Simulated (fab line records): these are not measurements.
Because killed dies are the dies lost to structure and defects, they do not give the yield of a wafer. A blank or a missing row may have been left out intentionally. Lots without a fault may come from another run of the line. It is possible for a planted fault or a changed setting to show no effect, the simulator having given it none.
Matching of chambers / flow n5Finfet / 4 sister chambers for N5_BEOL_M10_ETCH_65 on rieDiel-03
The step etches SiARC in CF4, target depth 39 nm, time 65 s. 14 wafers are shown with their chamber, then 7 later ones without.

WAFERS, EACH WITH ITS CHAMBER
wafer=L074.2; chamber=1; drypumpMotorCurrentA (A)=5.5; throttleValvePct (%)=15.84; showerheadPlenumPTorr (Torr)=2.17
wafer=L074.4; chamber=3; drypumpMotorCurrentA (A)=6.3; throttleValvePct (%)=15.29; showerheadPlenumPTorr (Torr)=2.08
wafer=L074.5; chamber=1; drypumpMotorCurrentA (A)=5.4; throttleValvePct (%)=15.83; showerheadPlenumPTorr (Torr)=2.17
wafer=L076.1; chamber=0; drypumpMotorCurrentA (A)=6.1; throttleValvePct (%)=15.99; showerheadPlenumPTorr (Torr)=2.13
wafer=L076.2; chamber=3; drypumpMotorCurrentA (A)=6.3; throttleValvePct (%)=15.30; showerheadPlenumPTorr (Torr)=2.08
wafer=L076.6; chamber=1; drypumpMotorCurrentA (A)=5.5; throttleValvePct (%)=15.85; showerheadPlenumPTorr (Torr)=2.17
wafer=L081.2; chamber=2; drypumpMotorCurrentA (A)=5.4; throttleValvePct (%)=15.50; showerheadPlenumPTorr (Torr)=2.12
wafer=L081.3; chamber=3; drypumpMotorCurrentA (A)=6.3; throttleValvePct (%)=15.30; showerheadPlenumPTorr (Torr)=2.08
wafer=L081.5; chamber=0; drypumpMotorCurrentA (A)=6.1; throttleValvePct (%)=15.99; showerheadPlenumPTorr (Torr)=2.13
wafer=L084.1; chamber=3; drypumpMotorCurrentA (A)=6.3; throttleValvePct (%)=15.36; showerheadPlenumPTorr (Torr)=2.08
wafer=L084.3; chamber=1; drypumpMotorCurrentA (A)=5.4; throttleValvePct (%)=15.88; showerheadPlenumPTorr (Torr)=2.16
wafer=L084.6; chamber=0; drypumpMotorCurrentA (A)=6.1; throttleValvePct (%)=16.01; showerheadPlenumPTorr (Torr)=2.13
wafer=L086.4; chamber=2; drypumpMotorCurrentA (A)=5.4; throttleValvePct (%)=15.52; showerheadPlenumPTorr (Torr)=2.11
wafer=L086.5; chamber=1; drypumpMotorCurrentA (A)=5.5; throttleValvePct (%)=15.87; showerheadPlenumPTorr (Torr)=2.16

SIGNATURES, as means of the wafers listed above
reading=drypumpMotorCurrentA; chamber 0=6.100; chamber 1=5.460; chamber 2=5.400; chamber 3=6.300; scatter within a chamber=0.0346
reading=throttleValvePct; chamber 0=15.9967; chamber 1=15.8540; chamber 2=15.5100; chamber 3=15.3125; scatter within a chamber=0.0229
reading=showerheadPlenumPTorr; chamber 0=2.1300; chamber 1=2.1660; chamber 2=2.1150; chamber 3=2.0800; scatter within a chamber=0.00412
Rule: for a wafer and a chamber, the distance is found by dividing, reading by reading, the gap between the wafer's reading and the chamber's mean by the reading's scatter, squaring, summing and taking the root. The wafer belongs to the nearest chamber; if the next one is less than 2 further off, it can't be placed. The scatter: take each reading less its chamber's mean, square it, sum over the shown wafers, divide by the number of wafers less the number of chambers, and take the root.

WAFERS MISSING THEIR CHAMBER
wafer=L086.6; drypumpMotorCurrentA (A)=5.4; throttleValvePct (%)=15.50; showerheadPlenumPTorr (Torr)=2.11
wafer=L087.1; drypumpMotorCurrentA (A)=5.4; throttleValvePct (%)=15.89; showerheadPlenumPTorr (Torr)=2.16
wafer=L087.3; drypumpMotorCurrentA (A)=5.4; throttleValvePct (%)=15.54; showerheadPlenumPTorr (Torr)=2.11
wafer=L087.5; drypumpMotorCurrentA (A)=6.1; throttleValvePct (%)=16.02; showerheadPlenumPTorr (Torr)=2.12
wafer=L090.1; drypumpMotorCurrentA (A)=5.3; throttleValvePct (%)=15.54; showerheadPlenumPTorr (Torr)=2.11
wafer=L090.4; drypumpMotorCurrentA (A)=6.1; throttleValvePct (%)=16.03; showerheadPlenumPTorr (Torr)=2.12
wafer=L090.6; drypumpMotorCurrentA (A)=6.3; throttleValvePct (%)=15.37; showerheadPlenumPTorr (Torr)=2.07

WHICH CHAMBER EACH WENT THROUGH
wafer=L086.6; from the rows above=2; in truth=2
wafer=L087.1; from the rows above=1; in truth=1
wafer=L087.3; from the rows above=2; in truth=2
wafer=L087.5; from the rows above=0; in truth=0
wafer=L090.1; from the rows above=2; in truth=2
wafer=L090.4; from the rows above=0; in truth=0
wafer=L090.6; from the rows above=3; in truth=3
7 of 7 placed correctly. Not placeable from these rows: 0. 0 placed wrongly.
